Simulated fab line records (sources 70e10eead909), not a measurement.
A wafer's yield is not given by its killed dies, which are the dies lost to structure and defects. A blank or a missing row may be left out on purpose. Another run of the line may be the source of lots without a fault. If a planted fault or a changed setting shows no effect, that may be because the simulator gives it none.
Which tool was responsible?    flow nand-harc    12 lots with 36 wafers sampled at 5 steps, on a route of 1302 steps

== WHAT EACH GAUGE READ, for each wafer ==
NHARC_END_SORT_01. Usual: killed-at-array 49, standard deviation 19; killed-at-other 0.9, standard deviation 1.1; killed-at-periphery 4.0, standard deviation 2.7; killed-dies 54, standard deviation 19; killed-open 3.3, standard deviation 1.8; killed-short 2.6, standard deviation 1.6.
lot   measured      on         killed-at-array  killed-at-other  killed-at-periphery  killed-dies  killed-open  killed-short  flag
L396  day 30 19:33  prober-02  676 674 673      1 1 2            0 2 2                677 677 677  3 4 4        1 1 1         OFF
L397  day 31 03:23  prober-01  674 675 676      1 2 0            2 0 1                677 677 677  3 2 3        2 3 1         OFF

== TOOL THAT RAN EACH LOT (tool first, then ch and the chambers of the sampled wafers, then the start) ==
lot   NHARC_A_STAIRCASE_HM_DEP_459   NHARC_A_STAIRCASE_DEP_280        NHARC_A_STAIRCASE_ETCH_294                     NHARC_A_STAIRCASE_STRIP_295
L383  acl-dep-03 ch 0, day 17 01:01  pecvd-03 ch 0,2, day 17 02:20    rie-diel-13 ch 2,3, no start                   rie-diel-13 ch 0,1,3, no start
L386  acl-dep-01 ch 0, day 17 11:50  pecvd-02 ch 0,1,2, day 17 13:43  rie-diel-08 ch 1,2,3, no start                 rie-diel-08 ch 0,1,3, no start
L385  acl-dep-03 ch 0, day 17 13:05  pecvd-01 ch 0,1, day 17 14:26    rie-diel-08 ch 0,3, no start                   rie-diel-08 ch 0,2, no start
L396  acl-dep-03 ch 0, day 22 14:32  pecvd-03 ch 1,2, day 22 16:04    rie-diel-08 ch 0,1,2, day 30 19:33 or earlier  rie-diel-08 ch 2,3, day 30 19:33 or earlier
L397  acl-dep-02 ch 0, day 22 15:12  pecvd-01 ch 0,1,2, day 22 16:47  rie-diel-05 ch 1,2,3, day 31 03:23 or earlier  rie-diel-05 ch 0,1,2, day 31 03:23 or earlier
L398  acl-dep-02 ch 0, day 23 02:46  pecvd-01 ch 0,1,2, day 23 04:39  rie-diel-13 ch 1,2,3, no start                 rie-diel-13 ch 0,1,2, no start
L399  acl-dep-01 ch 0, day 23 04:43  pecvd-02 ch 1, day 23 06:08      rie-diel-08 ch 2,3, no start                   rie-diel-08 ch 0,1,2, no start
L400  acl-dep-02 ch 0, day 23 14:42  pecvd-03 ch 0,1,2, day 23 16:34  rie-diel-13 ch 0,2,3, no start                 rie-diel-13 ch 0,1,3, no start
L401  acl-dep-01 ch 0, day 24 12:59  pecvd-02 ch 0,1,2, day 24 14:49  rie-diel-05 ch 1,2,3, no start                 rie-diel-05 ch 0,1,2, no start
L402  acl-dep-01 ch 0, day 24 23:16  pecvd-03 ch 0,1,2, day 25 00:51  rie-diel-05 ch 1,2, no start                   rie-diel-05 ch 1,2, no start
L405  acl-dep-01 ch 0, day 25 18:54  pecvd-03 ch 1,2, day 25 20:47    rie-diel-08 ch 0,1,3, no start                 rie-diel-08 ch 1,2,3, no start
L406  acl-dep-03 ch 0, day 26 11:26  pecvd-01 ch 0,1, day 26 12:45    rie-diel-13 ch 1,2,3, no start                 rie-diel-13 ch 0,1, no start
- NHARC_A_STAIRCASE_HM_DEP_459: deposits aC, target thk 1500 nm.
- NHARC_A_STAIRCASE_DEP_280: deposits SiON, target thk 30 nm.
- NHARC_A_STAIRCASE_ETCH_294: etches the open film in C4F8/O2/Ar, target depth 4989 nm, time 1211.6 s.
- NHARC_A_STAIRCASE_STRIP_295: strips in O2.

== AS READ BY THE TOOLS THEMSELVES (means over the sampled wafers that have a number; for cases with no such wafer, the mark the record gives instead) ==
NHARC_A_STAIRCASE_HM_DEP_459. Usual: susceptor-temp-C 400.07 C, standard deviation 0.2; throttle-valve-pct 35.000 %, standard deviation 0.0093.
lot   tool        susceptor-temp-C (C)  throttle-valve-pct (%)  flag
L383  acl-dep-03  400.07                34.985                  
L386  acl-dep-01  400.17                35.002                  
L385  acl-dep-03  400.28                34.997                  
L396  acl-dep-03  -                     34.998                  OFF
L397  acl-dep-02  -                     35.010                  OFF
L398  acl-dep-02  399.99                35.005                  
L399  acl-dep-01  -                     35.003                  OFF
L400  acl-dep-02  400.08                34.988                  
L401  acl-dep-01  -                     35.006                  OFF
L402  acl-dep-01  400.19                34.993                  
L405  acl-dep-01  399.93                34.999                  
L406  acl-dep-03  399.92                35.003                  

NHARC_A_STAIRCASE_DEP_280. Usual: chamber-pressure-Torr 3.501 Torr, standard deviation 0.0082; heater-power-outer-w 466 W, standard deviation 56; heater-power-w 784 W, standard deviation 77.
lot   tool      chamber-pressure-Torr (Torr)  heater-power-outer-w (W)  heater-power-w (W)  flag
L383  pecvd-03  3.495                         448                       776                 
L386  pecvd-02  3.494                         520                       847                 
L385  pecvd-01  3.502                         483                       762                 
L396  pecvd-03  -                             -                         -                   OFF
L397  pecvd-01  -                             -                         -                   OFF
L398  pecvd-01  3.499                         477                       797                 
L399  pecvd-02  3.501                         411                       708                 
L400  pecvd-03  3.503                         461                       813                 
L401  pecvd-02  3.496                         477                       792                 
L402  pecvd-03  3.499                         448                       774                 
L405  pecvd-03  3.507                         442                       790                 
L406  pecvd-01  3.491                         533                       808                 

NHARC_A_STAIRCASE_ETCH_294. Usual: oes-product-au 0.935 a.u., standard deviation 0.01; rf-vpp-V 1831 V, standard deviation 14.
lot   tool         oes-product-au (a.u.)  rf-vpp-V (V)  flag
L383  rie-diel-13  0.935                  1833          
L386  rie-diel-08  0.929                  1840          
L385  rie-diel-08  0.939                  1826          
L396  rie-diel-08  0.935                  1836          
L397  rie-diel-05  0.918                  1829          
L398  rie-diel-13  0.948                  1831          
L399  rie-diel-08  0.939                  1831          
L400  rie-diel-13  0.942                  1820          
L401  rie-diel-05  0.925                  1827          
L402  rie-diel-05  0.925                  1834          
L405  rie-diel-08  0.930                  1828          
L406  rie-diel-13  0.934                  1829          

NHARC_A_STAIRCASE_STRIP_295. Usual: drypump-motor-current-A 5.9 A, standard deviation 0.37; o2-flow-sccm 500.0 sccm, standard deviation 1.5; oes-product-au 1.002 a.u., standard deviation 0.01; rf-vpp-V 57.9 V, standard deviation 1; showerhead-plenum-p-Torr 3.58 Torr, standard deviation 0.18; throttle-valve-pct 17.035 %, standard deviation 0.01.
lot   tool         drypump-motor-current-A (A)  o2-flow-sccm (sccm)  oes-product-au (a.u.)  rf-vpp-V (V)  showerhead-plenum-p-Torr (Torr)  throttle-valve-pct (%)  flag
L383  rie-diel-13  6.0                          500.1                0.999                  57.4          3.46                             17.031                  
L386  rie-diel-08  5.8                          499.5                1.007                  57.3          3.59                             17.031                  
L385  rie-diel-08  5.9                          500.5                1.001                  59.1          3.58                             17.034                  
L396  rie-diel-08  5.7                          499.8                1.007                  58.1          3.69                             17.041                  
L397  rie-diel-05  5.8                          500.5                0.995                  58.1          3.66                             17.032                  
L398  rie-diel-13  6.0                          498.6                1.000                  57.7          3.59                             17.042                  
L399  rie-diel-08  6.1                          500.1                1.004                  59.3          3.66                             17.034                  
L400  rie-diel-13  6.0                          498.1                1.001                  57.3          3.44                             17.026                  
L401  rie-diel-05  5.9                          500.6                0.995                  58.2          3.64                             17.042                  
L402  rie-diel-05  6.0                          499.8                0.995                  57.9          3.63                             17.037                  
L405  rie-diel-08  5.8                          499.4                1.002                  58.3          3.67                             17.040                  
L406  rie-diel-13  5.9                          501.6                0.995                  57.4          3.43                             17.035                  

== THE ANSWER, worked out from the rows above alone ==
Rule: a lot counts as off when the mean over its wafers that have a number is more than 3 standard deviations away from the usual mean. Also off: a lot with no number at a reading for which 4 or more lots have one. Any other lot the step has rows for is counted as sound. Order of review: gauges by route order, followed by the tools' own readings, for which a lot's mean as printed above is used. The first step at which some lot is off is used, and at that step the reading that is off furthest; a lot without a number counts as furthest.
Off: L396, L397, at NHARC_END_SORT_01 (killed-at-array). Neither off nor sound, because the step has no rows for them: L383, L386, L385, L398, L399, L400, L401, L402, L405, L406.
If a tool, at a process step before that reading, ran all the lots that are off and no sound lot after the first of them, it fits. The gauges at NHARC_END_SORT_01 aren't tried: what is off there is off at NHARC_A_STAIRCASE_HM_DEP_459 too, on other tools, and a gauge's error can't cause that. NHARC_A_STAIRCASE_ETCH_294 gives no start for some lots, so the hours and the order of its lots are those of NHARC_END_SORT_01. NHARC_A_STAIRCASE_STRIP_295 gives no start for some lots, so the hours and the order of its lots are those of NHARC_END_SORT_01. Of those tried, none fits.

== WHAT THE SIMULATOR PUT IN ==
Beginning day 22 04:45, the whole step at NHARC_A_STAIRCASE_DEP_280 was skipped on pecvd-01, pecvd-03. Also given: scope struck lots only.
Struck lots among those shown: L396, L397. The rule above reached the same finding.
